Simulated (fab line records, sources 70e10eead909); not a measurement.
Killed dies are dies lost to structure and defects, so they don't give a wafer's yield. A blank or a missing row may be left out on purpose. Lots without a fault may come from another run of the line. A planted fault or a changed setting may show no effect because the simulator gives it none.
One fault seen from 3 desks | flow nand_harc | each desk has only its own numbers; what lay behind them comes last

THE DEFECT DESK
What the inspections along the route counted, lot by lot: means of the sampled wafers that have a number. A lot is out of limits, marked OUT, if its mean lies more than 4 standard deviations from the usual mean; the brackets give that distance.
Columns: A = raw_defect_count at NHARC_A_CHANNEL_FILL_D1_INSPECT_13, usual 343
lot  | first seen here | A
L814 | day 10 19:17    | 311
L815 | day 11 12:11    | 306
L816 | day 11 12:11    | 239
L817 | day 12 00:47    | 320
L818 | day 12 11:07    | 308
L820 | day 13 14:14    | 433
L821 | day 13 21:28    | 230
L822 | day 13 21:28    | 262
L824 | day 15 04:49    | 315
L826 | day 15 13:26    | 582
L827 | day 16 14:56    | 191
L835 | day 19 08:49    | 401
L837 | day 20 03:57    | 409
This desk's finding: nothing out of limits on any of the 13 lots.

THE METROLOGY DESK
What the gauges read, lot by lot, whatever tool the lot ran on: means of the sampled wafers that have a number. A lot is out of limits, marked OUT, if its mean lies more than 4 standard deviations from the usual mean; the brackets give that distance.
Columns: A = thk_nm at NHARC_A_ONON_D2_THK_MEAS_18, usual 1000 nm
lot  | first seen here | A
L814 | day 12 18:58    | 1000
L815 | day 13 13:52    | 994
L816 | day 13 13:52    | 1004
L817 | day 14 00:19    | 1000
L818 | day 14 13:49    | 999
L820 | day 15 09:28    | 1020
L821 | day 15 15:55    | 996
L822 | day 15 15:55    | 995
L824 | day 17 01:47    | 1001
L826 | day 17 06:43    | 1004
L827 | day 18 17:53    | 1024
L835 | day 21 07:02    | 1495 (+45) OUT
L837 | day 22 10:20    | 1511 (+46) OUT
This desk's finding: out of limits on L835, L837; first on L835, day 21 07:02 (thk_nm at NHARC_A_ONON_D2_THK_MEAS_18). In limits: L814, L815, L816, L817, L818, L820, L821, L822, L824, L826, L827.

THE TOOL OWNER'S DESK: pecvd_onon-04
The tool's own readings at NHARC_A_ONON_D2_DEP_16 (target thk 1000 nm): means of the sampled wafers that have a number, for each lot that ran on this tool. A lot is out of limits, marked OUT, if its mean lies more than 4 standard deviations from the usual mean; the brackets give that distance.
Columns: A = n2_flow_sccm at NHARC_A_ONON_D2_DEP_16, usual 2751 sccm
lot  | first seen here | A
L814 | day 12 18:34    | 2750
L816 | day 13 13:25    | 2744
L818 | day 14 13:18    | 2758
L820 | day 15 08:58    | 2754
L822 | day 15 15:28    | 2745
L824 | day 17 01:17    | 2748
L826 | day 17 06:16    | 2747
L827 | day 18 17:23    | 2746
L835 | day 21 06:32    | 2755
L837 | day 22 09:56    | 2757
This desk's finding: nothing out of limits on any of the 10 lots.

PUT TOGETHER
The metrology desk could have raised an alarm at day 21 07:02, on L835, L837.
The defect desk saw nothing out of limits.
The tool owner's desk saw nothing out of limits.
The defect desk has L835, L837 on record, within its limits.
The tool owner's desk has L835, L837 on record, within its limits.
Of the lots named, all ran NHARC_A_ONON_D2_DEP_16 on pecvd_onon-04.

WHAT THE SIMULATOR HAD PUT IN
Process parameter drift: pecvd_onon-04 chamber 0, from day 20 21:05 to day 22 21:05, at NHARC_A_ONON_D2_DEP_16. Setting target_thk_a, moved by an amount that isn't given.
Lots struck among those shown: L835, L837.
Hours from the fault's start to each desk's first reading out of limits: the metrology desk, 10.
